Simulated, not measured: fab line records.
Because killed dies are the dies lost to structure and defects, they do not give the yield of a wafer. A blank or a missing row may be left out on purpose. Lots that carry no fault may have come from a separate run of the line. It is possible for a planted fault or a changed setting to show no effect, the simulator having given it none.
Lot-split experiment || flow n5_finfet || on a route of 1938 steps: 7 lots, 21 wafers read

THE SPLIT ITSELF
At N5_BEOL_M13_PEB_26 (peb time 90 s), the setting peb_time_s was moved away from the recipe's 90 s on 9 of the 21 wafers read, by -22.3% to +22.3%. For the rest of the wafers, this setting stayed at what the recipe calls for.

FROM THE SPLIT TO THE READING: what the file shows between them, 2 steps
- N5_BEOL_M13_DEVELOP_27: develop time 45 s (also split here: develop_time_s)
- N5_BEOL_M13_HARDBAKE_32: time 120 s

THE READING
At N5_BEOL_M13_CD_MEAS_28: cd_nm in nanometres, against a target cd of 209.5 nm. On this fab line, fault-free wafers typically give 208.9 nm with a standard deviation of 1.7 nm.

{"wafer": "L076.3", "tool, chamber at the split": "litho_track-02, 0", "peb_time_s as run, s": 90, "against the recipe": "recipe", "cd_nm, nm": 210.4, "against lot-mates on the recipe": "-"}
{"wafer": "L076.4", "tool, chamber at the split": "litho_track-02, 0", "peb_time_s as run, s": 90, "against the recipe": "recipe", "cd_nm, nm": 209.2, "against lot-mates on the recipe": "-"}
{"wafer": "L076.6", "tool, chamber at the split": "litho_track-02, 0", "peb_time_s as run, s": 69.94, "against the recipe": "-22.3%", "cd_nm, nm": 202.8, "against lot-mates on the recipe": -7.0}
{"wafer": "L079.1", "tool, chamber at the split": "litho_track-02, 0", "peb_time_s as run, s": 90, "against the recipe": "recipe", "cd_nm, nm": 210.7, "against lot-mates on the recipe": "-"}
{"wafer": "L079.4", "tool, chamber at the split": "litho_track-02, 0", "peb_time_s as run, s": 90, "against the recipe": "recipe", "cd_nm, nm": 209.3, "against lot-mates on the recipe": "-"}
{"wafer": "L079.6", "tool, chamber at the split": "litho_track-02, 0", "peb_time_s as run, s": 90, "against the recipe": "recipe", "cd_nm, nm": 209.2, "against lot-mates on the recipe": "-"}
{"wafer": "L086.1", "tool, chamber at the split": "litho_track-02, 0", "peb_time_s as run, s": 90, "against the recipe": "recipe", "cd_nm, nm": 208.5, "against lot-mates on the recipe": "-"}
{"wafer": "L086.2", "tool, chamber at the split": "litho_track-02, 0", "peb_time_s as run, s": 101.4, "against the recipe": "+12.7%", "cd_nm, nm": 212.2, "against lot-mates on the recipe": "+4.1"}
{"wafer": "L086.3", "tool, chamber at the split": "litho_track-02, 0", "peb_time_s as run, s": 90, "against the recipe": "recipe", "cd_nm, nm": 207.7, "against lot-mates on the recipe": "-"}
{"wafer": "L091.1", "tool, chamber at the split": "litho_track-01, 0", "peb_time_s as run, s": 79.84, "against the recipe": "-11.3%", "cd_nm, nm": 203.5, "against lot-mates on the recipe": "no lot-mate on the recipe"}
{"wafer": "L091.2", "tool, chamber at the split": "litho_track-01, 0", "peb_time_s as run, s": 79.84, "against the recipe": "-11.3%", "cd_nm, nm": 204.7, "against lot-mates on the recipe": "no lot-mate on the recipe"}
{"wafer": "L091.4", "tool, chamber at the split": "litho_track-01, 0", "peb_time_s as run, s": 79.84, "against the recipe": "-11.3%", "cd_nm, nm": 205.3, "against lot-mates on the recipe": "no lot-mate on the recipe"}
{"wafer": "L094.1", "tool, chamber at the split": "litho_track-02, 0", "peb_time_s as run, s": 110.1, "against the recipe": "+22.3%", "cd_nm, nm": 213.2, "against lot-mates on the recipe": "+3.9"}
{"wafer": "L094.2", "tool, chamber at the split": "litho_track-02, 0", "peb_time_s as run, s": 90, "against the recipe": "recipe", "cd_nm, nm": 209.3, "against lot-mates on the recipe": "-"}
{"wafer": "L094.6", "tool, chamber at the split": "litho_track-02, 0", "peb_time_s as run, s": 110.1, "against the recipe": "+22.3%", "cd_nm, nm": 212.9, "against lot-mates on the recipe": "+3.6"}
{"wafer": "L092.2", "tool, chamber at the split": "litho_track-04, 0", "peb_time_s as run, s": 70.75, "against the recipe": "-21.4%", "cd_nm, nm": 200.3, "against lot-mates on the recipe": -8.5}
{"wafer": "L092.4", "tool, chamber at the split": "litho_track-04, 0", "peb_time_s as run, s": 90, "against the recipe": "recipe", "cd_nm, nm": 208.3, "against lot-mates on the recipe": "-"}
{"wafer": "L092.6", "tool, chamber at the split": "litho_track-04, 0", "peb_time_s as run, s": 90, "against the recipe": "recipe", "cd_nm, nm": 209.3, "against lot-mates on the recipe": "-"}
{"wafer": "L096.1", "tool, chamber at the split": "litho_track-01, 0", "peb_time_s as run, s": 97.38, "against the recipe": "+8.2%", "cd_nm, nm": 211.3, "against lot-mates on the recipe": "+3.1"}
{"wafer": "L096.2", "tool, chamber at the split": "litho_track-01, 0", "peb_time_s as run, s": 90, "against the recipe": "recipe", "cd_nm, nm": 208.0, "against lot-mates on the recipe": "-"}
{"wafer": "L096.6", "tool, chamber at the split": "litho_track-01, 0", "peb_time_s as run, s": 90, "against the recipe": "recipe", "cd_nm, nm": 208.5, "against lot-mates on the recipe": "-"}

FIT RESULTS
A straight line over all 21 wafers: cd_nm changes by +0.277 nm for each +1% of peb_time_s; r = +0.94; the points scatter about the line by 1.2 nm.
The same after taking each lot's own level away (the mean of its wafers on the recipe; 18 wafers): +0.271 nm for each +1%; r = +0.94; scatter 1.1 nm.
The reading moves by 6.1 nm for the largest change in peb_time_s, on that fit.
The lots' own levels span 208.10 to 209.80 nm, that is 1.0 times the standard deviation above.
Consequently the slope shifts little with the lot-to-lot level, the two slopes agreeing.
Check: with one of the wafers moved furthest among these (+22.3%) left out of the fit, the line predicts +6.31 nm for it against its lot-mates. Against them it came out at +3.9 nm.

ADDITIONAL SPLITS CARRIED BY THESE WAFERS
Note: prior to the reading, these wafers also went through further splits. Each is held against what the fit with the lots' levels taken away leaves over:
{"other split on the same wafers": "N5_BEOL_M11_ILD_DEP_00 time_s", "wafers away from the commonest value": 6, "r with cd_nm (lot level and that fit taken away)": "+0.03"}
{"other split on the same wafers": "N5_BEOL_M11_EXPOSE_08 dose_mj", "wafers away from the commonest value": 7, "r with cd_nm (lot level and that fit taken away)": "+0.26"}
{"other split on the same wafers": "N5_BEOL_M12_ETCH_68 time_s", "wafers away from the commonest value": 9, "r with cd_nm (lot level and that fit taken away)": -0.11}
{"other split on the same wafers": "N5_BEOL_M13_DEVELOP_27 develop_time_s", "wafers away from the commonest value": 10, "r with cd_nm (lot level and that fit taken away)": "+0.71"}

THE WHOLE CHAIN: every reading that the file lists as answering this split, in the file's order
{"step": "N5_BEOL_M13_CD_MEAS_28", "what it does": "target cd 209.5 nm", "reading": "cd_nm", "change (the file's fit)": "+0.296 nm for each +1% of the setting", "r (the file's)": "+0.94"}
{"step": "N5_BEOL_M13_DESCUM_33", "what it does": "chemistry O2, time 7.9 s", "reading": "BEOL_M13.cd_nm (the simulator's own value, which no gauge read)", "change (the file's fit)": "+0.297 nm for each +1% of the setting", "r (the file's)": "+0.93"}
{"step": "N5_BEOL_M13_ETCH_67", "what it does": "etches SiARC in CF4, target depth 143 nm, time 238.3 s", "reading": "BEOL_M13.cd_nm (the simulator's own value, which no gauge read)", "change (the file's fit)": "+0.271 nm for each +1% of the setting", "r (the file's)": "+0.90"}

FILE'S OWN FIT
cd_nm changes by +0.296 nm for each +1% of peb_time_s, r = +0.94.
